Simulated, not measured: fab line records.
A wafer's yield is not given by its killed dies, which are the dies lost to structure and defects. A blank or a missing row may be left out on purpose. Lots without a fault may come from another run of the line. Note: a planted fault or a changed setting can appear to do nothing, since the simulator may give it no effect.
Matching of chambers :: flow nandHarc :: NHARC_A_DECK1_JOINT_ETCHBACK_00 on rieSi-01 has 4 sister chambers
The step etches the open film in HBr, target depth 30 nm, time 17.4 s. 22 wafers are shown with their chamber, then 11 later ones without.

WAFERS WITH THEIR CHAMBER
wafer: L075.2
chamber: 2
drypumpMotorCurrentA (A): 5.0
throttleValvePct (%): 23.271
oesProductAu (a.u.): 1.004

wafer: L075.5
chamber: 1
drypumpMotorCurrentA (A): 5.5
throttleValvePct (%): 23.257
oesProductAu (a.u.): 1.021

wafer: L075.6
chamber: 0
drypumpMotorCurrentA (A): 6.3
throttleValvePct (%): 23.260
oesProductAu (a.u.): 1.006

wafer: L077.2
chamber: 1
drypumpMotorCurrentA (A): 5.5
throttleValvePct (%): 23.262
oesProductAu (a.u.): 1.022

wafer: L077.3
chamber: 0
drypumpMotorCurrentA (A): 6.4
throttleValvePct (%): 23.267
oesProductAu (a.u.): 0.998

wafer: L077.6
chamber: 3
drypumpMotorCurrentA (A): 6.2
throttleValvePct (%): 23.265
oesProductAu (a.u.): 1.011

wafer: L082.1
chamber: 1
drypumpMotorCurrentA (A): 5.5
throttleValvePct (%): 23.269
oesProductAu (a.u.): 1.001

wafer: L082.4
chamber: 2
drypumpMotorCurrentA (A): 5.0
throttleValvePct (%): 23.269
oesProductAu (a.u.): 1.006

wafer: L082.6
chamber: 0
drypumpMotorCurrentA (A): 6.4
throttleValvePct (%): 23.263
oesProductAu (a.u.): 1.005

wafer: L083.2
chamber: 0
drypumpMotorCurrentA (A): 6.4
throttleValvePct (%): 23.271
oesProductAu (a.u.): 0.993

wafer: L083.4
chamber: 2
drypumpMotorCurrentA (A): 5.0
throttleValvePct (%): 23.273
oesProductAu (a.u.): 0.994

wafer: L083.6
chamber: 1
drypumpMotorCurrentA (A): 5.5
throttleValvePct (%): 23.259
oesProductAu (a.u.): 1.013

wafer: L085.1
chamber: 2
drypumpMotorCurrentA (A): 5.0
throttleValvePct (%): 23.263
oesProductAu (a.u.): 1.002

wafer: L085.2
chamber: 1
drypumpMotorCurrentA (A): 5.5
throttleValvePct (%): 23.263
oesProductAu (a.u.): 1.011

wafer: L085.3
chamber: 3
drypumpMotorCurrentA (A): 6.1
throttleValvePct (%): 23.276
oesProductAu (a.u.): 0.989

wafer: L088.4
chamber: 1
drypumpMotorCurrentA (A): 5.5
throttleValvePct (%): 23.275
oesProductAu (a.u.): 0.995

wafer: L088.5
chamber: 0
drypumpMotorCurrentA (A): 6.3
throttleValvePct (%): 23.269
oesProductAu (a.u.): 1.025

wafer: L088.6
chamber: 1
drypumpMotorCurrentA (A): 5.5
throttleValvePct (%): 23.256
oesProductAu (a.u.): 0.994

wafer: L089.1
chamber: 3
drypumpMotorCurrentA (A): 6.1
throttleValvePct (%): 23.266
oesProductAu (a.u.): 1.013

wafer: L089.3
chamber: 1
drypumpMotorCurrentA (A): 5.4
throttleValvePct (%): 23.266
oesProductAu (a.u.): 1.000

wafer: L089.6
chamber: 1
drypumpMotorCurrentA (A): 5.5
throttleValvePct (%): 23.282
oesProductAu (a.u.): 1.001

wafer: L092.1
chamber: 3
drypumpMotorCurrentA (A): 6.1
throttleValvePct (%): 23.258
oesProductAu (a.u.): 1.004

SIGNATURES (averages over the wafers above)
reading: drypumpMotorCurrentA
chamber 0: 6.360
chamber 1: 5.489
chamber 2: 5.000
chamber 3: 6.125
scatter within a chamber: 0.0397

reading: throttleValvePct
chamber 0: 23.26600
chamber 1: 23.26544
chamber 2: 23.26900
chamber 3: 23.26625
scatter within a chamber: 0.00707

reading: oesProductAu
chamber 0: 1.00540
chamber 1: 1.00644
chamber 2: 1.00150
chamber 3: 1.00425
scatter within a chamber: 0.0104
Rule: a wafer lies at a distance from a chamber equal to the root of the sum of squares, over the readings, of (its reading less the chamber's mean, divided by the reading's scatter). If the next closest chamber is less than 2 further off than the closest, the wafer can't be placed; otherwise it belongs to the closest. The scatter: take each reading less its chamber's mean, square it, sum over the shown wafers, divide by the number of wafers less the number of chambers, and take the root.

WAFERS WITHOUT THEIR CHAMBER
wafer: L092.2
drypumpMotorCurrentA (A): 5.0
throttleValvePct (%): 23.257
oesProductAu (a.u.): 1.007

wafer: L092.3
drypumpMotorCurrentA (A): 6.4
throttleValvePct (%): 23.273
oesProductAu (a.u.): 1.009

wafer: L094.1
drypumpMotorCurrentA (A): 5.0
throttleValvePct (%): 23.272
oesProductAu (a.u.): 1.009

wafer: L094.2
drypumpMotorCurrentA (A): 6.2
throttleValvePct (%): 23.269
oesProductAu (a.u.): 1.009

wafer: L094.4
drypumpMotorCurrentA (A): 5.5
throttleValvePct (%): 23.269
oesProductAu (a.u.): 0.991

wafer: L096.1
drypumpMotorCurrentA (A): 6.3
throttleValvePct (%): 23.273
oesProductAu (a.u.): 1.012

wafer: L096.2
drypumpMotorCurrentA (A): 5.0
throttleValvePct (%): 23.254
oesProductAu (a.u.): 1.012

wafer: L096.6
drypumpMotorCurrentA (A): 6.1
throttleValvePct (%): 23.264
oesProductAu (a.u.): 1.015

wafer: L097.2
drypumpMotorCurrentA (A): 6.4
throttleValvePct (%): 23.251
oesProductAu (a.u.): 1.009

wafer: L097.3
drypumpMotorCurrentA (A): 5.0
throttleValvePct (%): 23.266
oesProductAu (a.u.): 1.002

wafer: L097.6
drypumpMotorCurrentA (A): 6.1
throttleValvePct (%): 23.267
oesProductAu (a.u.): 1.016

CHAMBER TAKEN BY EACH
wafer: L092.2
from the rows above: 2
in truth: 2

wafer: L092.3
from the rows above: 0
in truth: 0

wafer: L094.1
from the rows above: 2
in truth: 2

wafer: L094.2
from the rows above: 3
in truth: 3

wafer: L094.4
from the rows above: 1
in truth: 1

wafer: L096.1
from the rows above: 0
in truth: 0

wafer: L096.2
from the rows above: 2
in truth: 2

wafer: L096.6
from the rows above: 3
in truth: 3

wafer: L097.2
from the rows above: 0
in truth: 0

wafer: L097.3
from the rows above: 2
in truth: 2

wafer: L097.6
from the rows above: 3
in truth: 3
11 of 11 placed correctly. Not placeable from these rows: 0. Placed wrongly: 0.
